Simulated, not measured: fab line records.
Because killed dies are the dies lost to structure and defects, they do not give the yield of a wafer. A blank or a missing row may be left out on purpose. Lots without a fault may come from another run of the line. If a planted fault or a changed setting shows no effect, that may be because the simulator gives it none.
Lot-split experiment / flow n5_finfet / on a route of 1938 steps: 7 lots, 39 wafers read

== THE SPLIT ITSELF ==
At N5_BEOL_M0_SAQP_PECVD_03 (deposits SiCN from 3MS/NH3, target thk 12 nm, time 21.1 s), the setting time_s was moved away from the recipe's 21.1 s on 15 of the 39 wafers read, by -56.4% to +35.6%. All remaining wafers had this setting at the recipe value.

The split's own step is where the reading is taken.

== THE READING ==
SiCN_of_BEOL_M0_SAQP_PECVD_03.thk_nm (the simulator's own value, which no gauge read), in nm, at N5_BEOL_M0_SAQP_PECVD_03 (deposits SiCN from 3MS/NH3, target thk 12 nm, time 21.1 s). The file does not state a usual value for it. Here, 24 wafers ran the recipe; their average is 12.0 nm with a standard deviation of 0.17 nm.

wafer=L079.2; tool, chamber at the split=pecvd-01, 1; time_s as run, s=21.1; against the recipe=recipe; SiCN_of_BEOL_M0_SAQP_PECVD_03.thk_nm, nm=11.8; against lot-mates on the recipe=-
wafer=L079.4; tool, chamber at the split=pecvd-01, 2; time_s as run, s=21.1; against the recipe=recipe; SiCN_of_BEOL_M0_SAQP_PECVD_03.thk_nm, nm=12; against lot-mates on the recipe=-
wafer=L079.5; tool, chamber at the split=pecvd-01, 2; time_s as run, s=21.1; against the recipe=recipe; SiCN_of_BEOL_M0_SAQP_PECVD_03.thk_nm, nm=12.2; against lot-mates on the recipe=-
wafer=L082.1; tool, chamber at the split=pecvd-01, 0,1,0; time_s as run, s=21.1; against the recipe=recipe; SiCN_of_BEOL_M0_SAQP_PECVD_03.thk_nm, nm=12; against lot-mates on the recipe=-
wafer=L082.4; tool, chamber at the split=pecvd-01, 0,1,0; time_s as run, s=21.1; against the recipe=recipe; SiCN_of_BEOL_M0_SAQP_PECVD_03.thk_nm, nm=12; against lot-mates on the recipe=-
wafer=L082.5; tool, chamber at the split=pecvd-01, 0,1,0; time_s as run, s=21.1; against the recipe=recipe; SiCN_of_BEOL_M0_SAQP_PECVD_03.thk_nm, nm=12; against lot-mates on the recipe=-
wafer=L082.2; tool, chamber at the split=pecvd-01, 1; time_s as run, s=25.27; against the recipe=+19.8%; SiCN_of_BEOL_M0_SAQP_PECVD_03.thk_nm, nm=14.4; against lot-mates on the recipe=+2.4
wafer=L082.3; tool, chamber at the split=pecvd-01, 2; time_s as run, s=25.27; against the recipe=+19.8%; SiCN_of_BEOL_M0_SAQP_PECVD_03.thk_nm, nm=14.2; against lot-mates on the recipe=+2.2
wafer=L082.6; tool, chamber at the split=pecvd-01, 2; time_s as run, s=25.27; against the recipe=+19.8%; SiCN_of_BEOL_M0_SAQP_PECVD_03.thk_nm, nm=14.6; against lot-mates on the recipe=+2.6
wafer=L086.1; tool, chamber at the split=pecvd-02, 0; time_s as run, s=28.61; against the recipe=+35.6%; SiCN_of_BEOL_M0_SAQP_PECVD_03.thk_nm, nm=15.8; against lot-mates on the recipe=+3.7
wafer=L086.2; tool, chamber at the split=pecvd-02, 2,1; time_s as run, s=21.1; against the recipe=recipe; SiCN_of_BEOL_M0_SAQP_PECVD_03.thk_nm, nm=12; against lot-mates on the recipe=-
wafer=L086.5; tool, chamber at the split=pecvd-02, 2,1; time_s as run, s=21.1; against the recipe=recipe; SiCN_of_BEOL_M0_SAQP_PECVD_03.thk_nm, nm=12; against lot-mates on the recipe=-
wafer=L086.3; tool, chamber at the split=pecvd-02, 1,0; time_s as run, s=28.61; against the recipe=+35.6%; SiCN_of_BEOL_M0_SAQP_PECVD_03.thk_nm, nm=16.4; against lot-mates on the recipe=+4.3
wafer=L086.6; tool, chamber at the split=pecvd-02, 1,0; time_s as run, s=28.61; against the recipe=+35.6%; SiCN_of_BEOL_M0_SAQP_PECVD_03.thk_nm, nm=16.4; against lot-mates on the recipe=+4.3
wafer=L086.4; tool, chamber at the split=pecvd-02, 2; time_s as run, s=21.1; against the recipe=recipe; SiCN_of_BEOL_M0_SAQP_PECVD_03.thk_nm, nm=12.2; against lot-mates on the recipe=-
wafer=L087.1; tool, chamber at the split=pecvd-02, 0; time_s as run, s=21.1; against the recipe=recipe; SiCN_of_BEOL_M0_SAQP_PECVD_03.thk_nm, nm=11.6; against lot-mates on the recipe=-
wafer=L087.2; tool, chamber at the split=pecvd-02, 1; time_s as run, s=10.58; against the recipe=-49.9%; SiCN_of_BEOL_M0_SAQP_PECVD_03.thk_nm, nm=6; against lot-mates on the recipe=-5.8
wafer=L087.3; tool, chamber at the split=pecvd-02, 2; time_s as run, s=10.58; against the recipe=-49.9%; SiCN_of_BEOL_M0_SAQP_PECVD_03.thk_nm, nm=5.8; against lot-mates on the recipe=-6.0
wafer=L087.4; tool, chamber at the split=pecvd-02, 0; time_s as run, s=21.1; against the recipe=recipe; SiCN_of_BEOL_M0_SAQP_PECVD_03.thk_nm, nm=11.8; against lot-mates on the recipe=-
wafer=L087.5; tool, chamber at the split=pecvd-02, 2; time_s as run, s=10.58; against the recipe=-49.9%; SiCN_of_BEOL_M0_SAQP_PECVD_03.thk_nm, nm=6.2; against lot-mates on the recipe=-5.6
wafer=L087.6; tool, chamber at the split=pecvd-02, 1; time_s as run, s=21.1; against the recipe=recipe; SiCN_of_BEOL_M0_SAQP_PECVD_03.thk_nm, nm=12; against lot-mates on the recipe=-
wafer=L089.1; tool, chamber at the split=pecvd-02, 0; time_s as run, s=21.1; against the recipe=recipe; SiCN_of_BEOL_M0_SAQP_PECVD_03.thk_nm, nm=11.8; against lot-mates on the recipe=-
wafer=L089.4; tool, chamber at the split=pecvd-02, 0; time_s as run, s=21.1; against the recipe=recipe; SiCN_of_BEOL_M0_SAQP_PECVD_03.thk_nm, nm=11.8; against lot-mates on the recipe=-
wafer=L089.2; tool, chamber at the split=pecvd-02, 1,2,1; time_s as run, s=21.1; against the recipe=recipe; SiCN_of_BEOL_M0_SAQP_PECVD_03.thk_nm, nm=12; against lot-mates on the recipe=-
wafer=L089.3; tool, chamber at the split=pecvd-02, 1,2,1; time_s as run, s=21.1; against the recipe=recipe; SiCN_of_BEOL_M0_SAQP_PECVD_03.thk_nm, nm=12; against lot-mates on the recipe=-
wafer=L089.5; tool, chamber at the split=pecvd-02, 1,2,1; time_s as run, s=21.1; against the recipe=recipe; SiCN_of_BEOL_M0_SAQP_PECVD_03.thk_nm, nm=12; against lot-mates on the recipe=-
wafer=L089.6; tool, chamber at the split=pecvd-02, 2; time_s as run, s=21.1; against the recipe=recipe; SiCN_of_BEOL_M0_SAQP_PECVD_03.thk_nm, nm=12.2; against lot-mates on the recipe=-
wafer=L090.1; tool, chamber at the split=pecvd-04, 1; time_s as run, s=21.1; against the recipe=recipe; SiCN_of_BEOL_M0_SAQP_PECVD_03.thk_nm, nm=11.8; against lot-mates on the recipe=-
wafer=L090.2; tool, chamber at the split=pecvd-04, 0; time_s as run, s=9.227; against the recipe=-56.3%; SiCN_of_BEOL_M0_SAQP_PECVD_03.thk_nm, nm=5.2; against lot-mates on the recipe=-6.7
wafer=L090.4; tool, chamber at the split=pecvd-04, 0; time_s as run, s=9.227; against the recipe=-56.3%; SiCN_of_BEOL_M0_SAQP_PECVD_03.thk_nm, nm=5.2; against lot-mates on the recipe=-6.7
wafer=L090.3; tool, chamber at the split=pecvd-04, 2,1; time_s as run, s=21.1; against the recipe=recipe; SiCN_of_BEOL_M0_SAQP_PECVD_03.thk_nm, nm=12; against lot-mates on the recipe=-
wafer=L090.5; tool, chamber at the split=pecvd-04, 2,1; time_s as run, s=21.1; against the recipe=recipe; SiCN_of_BEOL_M0_SAQP_PECVD_03.thk_nm, nm=12; against lot-mates on the recipe=-
wafer=L090.6; tool, chamber at the split=pecvd-04, 2; time_s as run, s=9.227; against the recipe=-56.3%; SiCN_of_BEOL_M0_SAQP_PECVD_03.thk_nm, nm=5.4; against lot-mates on the recipe=-6.5
wafer=L092.1; tool, chamber at the split=pecvd-01, 0; time_s as run, s=21.1; against the recipe=recipe; SiCN_of_BEOL_M0_SAQP_PECVD_03.thk_nm, nm=12.2; against lot-mates on the recipe=-
wafer=L092.6; tool, chamber at the split=pecvd-01, 0; time_s as run, s=21.1; against the recipe=recipe; SiCN_of_BEOL_M0_SAQP_PECVD_03.thk_nm, nm=12.2; against lot-mates on the recipe=-
wafer=L092.2; tool, chamber at the split=pecvd-01, 1,2; time_s as run, s=9.21; against the recipe=-56.4%; SiCN_of_BEOL_M0_SAQP_PECVD_03.thk_nm, nm=5.4; against lot-mates on the recipe=-6.9
wafer=L092.3; tool, chamber at the split=pecvd-01, 1,2; time_s as run, s=9.21; against the recipe=-56.4%; SiCN_of_BEOL_M0_SAQP_PECVD_03.thk_nm, nm=5.4; against lot-mates on the recipe=-6.9
wafer=L092.4; tool, chamber at the split=pecvd-01, 2; time_s as run, s=9.21; against the recipe=-56.4%; SiCN_of_BEOL_M0_SAQP_PECVD_03.thk_nm, nm=5.6; against lot-mates on the recipe=-6.7
wafer=L092.5; tool, chamber at the split=pecvd-01, 1; time_s as run, s=21.1; against the recipe=recipe; SiCN_of_BEOL_M0_SAQP_PECVD_03.thk_nm, nm=12.4; against lot-mates on the recipe=-
Where a row lists several chambers, the file gives one row for several wafers and doesn't say which wafer went through which chamber.

FIT RESULTS
A straight line over all 39 wafers: SiCN_of_BEOL_M0_SAQP_PECVD_03.thk_nm changes by +0.119 nm for each +1% of time_s; r = +1.00; the points scatter about the line by 0.19 nm.
The same after taking each lot's own level away (the mean of its wafers on the recipe; 39 wafers): +0.118 nm for each +1%; r = +1.00; scatter 0.16 nm.
According to that fit, moving time_s by its largest amount changes the reading by 6.7 nm.
Across the lots, their own levels run from 11.80 to 12.27 nm, a range of 2.7 times the standard deviation given above.
Hence the lot-to-lot level has little effect on the slope; both slopes agree.
Check: for one of the wafers moved furthest among these (-56.4%), held out of the fit, the line's prediction against its lot-mates is -6.65 nm. It came out at -6.87 nm against them.

== OTHER SPLITS APPLIED TO THESE WAFERS ==
Before the reading, these wafers also passed through other splits. Each is held against what the fit with the lots' levels taken away leaves over:
other split on the same wafers=N5_FIN_SAQP_DEVELOP_15 develop_time_s; wafers away from the commonest value=15; r with SiCN_of_BEOL_M0_SAQP_PECVD_03.thk_nm (lot level and that fit taken away)=+0.14
other split on the same wafers=N5_SD_EPI_N_EPI_21 time_s; wafers away from the commonest value=15; r with SiCN_of_BEOL_M0_SAQP_PECVD_03.thk_nm (lot level and that fit taken away)=+0.14

== FILE'S OWN FIT ==
SiCN_of_BEOL_M0_SAQP_PECVD_03.thk_nm changes by +0.118 nm for each +1% of time_s, r = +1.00.
